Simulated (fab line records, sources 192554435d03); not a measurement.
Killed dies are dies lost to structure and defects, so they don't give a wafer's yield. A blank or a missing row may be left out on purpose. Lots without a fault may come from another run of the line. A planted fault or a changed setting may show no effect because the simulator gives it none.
One fault seen from 2 desks | flow n5_finfet | each desk has only its own numbers; what lay behind them comes last

THE DEFECT DESK
What the inspections along the route counted, lot by lot: means of the sampled wafers that have a number. A lot is out of limits, marked OUT, if its mean lies more than 4 standard deviations from the usual mean; the brackets give that distance.
Columns: A = raw_defect_count at N5_BEOL_M2_INSPECT_59, usual 75
lot  | first seen here | A
L247 | day 7 04:44     | 80
L254 | day 9 00:07     | 60
L257 | day 9 03:37     | 94
L258 | day 9 20:20     | 76
L259 | day 10 01:01    | 67
L260 | day 10 05:44    | 71
L263 | day 10 20:07    | 69
L264 | day 11 02:19    | 49
L265 | day 11 10:32    | 57
L270 | day 12 19:59    | 56
This desk's finding: nothing out of limits on any of the 10 lots.

THE METROLOGY DESK
What the gauges read, lot by lot, whatever tool the lot ran on: means of the sampled wafers that have a number. A lot is out of limits, marked OUT, if its mean lies more than 4 standard deviations from the usual mean; the brackets give that distance. Of its 10 readings 7 are shown: those that lie furthest out on some lot.
Columns: A = IOFF_P at N5_BEOL_M4_RC_MEAS_101, usual 0.22 nA/um; B = ION_N at N5_BEOL_M4_RC_MEAS_101, usual 673 uA/um; C = ION_P at N5_BEOL_M4_RC_MEAS_101, usual 463 uA/um; D = SS_N at N5_BEOL_M4_RC_MEAS_101, usual 71.7 mV/dec; E = SS_P at N5_BEOL_M4_RC_MEAS_101, usual 73.3 mV/dec; F = VT_N at N5_BEOL_M4_RC_MEAS_101, usual 249 mV; G = VT_P at N5_BEOL_M4_RC_MEAS_101, usual -249 mV
lot  | first seen here | A    | B   | C   | D    | E    | F   | G
L247 | day 8 00:14     | 0.24 | 671 | 466 | 71.8 | 74.0 | 250 | -247
L254 | day 9 14:52     | 0.17 | 659 | 452 | 72.1 | 72.8 | 253 | -252
L257 | day 10 03:05    | 0.27 | 676 | 471 | 72.2 | 73.8 | 248 | -243
L258 | day 10 17:08    | 0.23 | 671 | 461 | 72.0 | 73.6 | 249 | -248
L259 | day 10 23:00    | 0.24 | 675 | 460 | 72.0 | 73.7 | 249 | -248
L260 | day 11 02:02    | 0.22 | 680 | 463 | 71.8 | 73.2 | 249 | -248
L263 | day 12 15:04    | 0.22 | 683 | 471 | 71.2 | 73.1 | 247 | -252
L264 | day 12 15:14    | 0.25 | 669 | 462 | 71.8 | 72.7 | 247 | -247
L265 | day 12 18:20    | 0.18 | 661 | 459 | 70.9 | 72.6 | 253 | -252
L270 | day 13 20:07    | 0.22 | 669 | 465 | 71.8 | 72.5 | 250 | -247
This desk's finding: nothing out of limits on any of the 10 lots.

PUT TOGETHER
The defect desk saw nothing out of limits.
The metrology desk saw nothing out of limits.

WHAT THE SIMULATOR HAD PUT IN
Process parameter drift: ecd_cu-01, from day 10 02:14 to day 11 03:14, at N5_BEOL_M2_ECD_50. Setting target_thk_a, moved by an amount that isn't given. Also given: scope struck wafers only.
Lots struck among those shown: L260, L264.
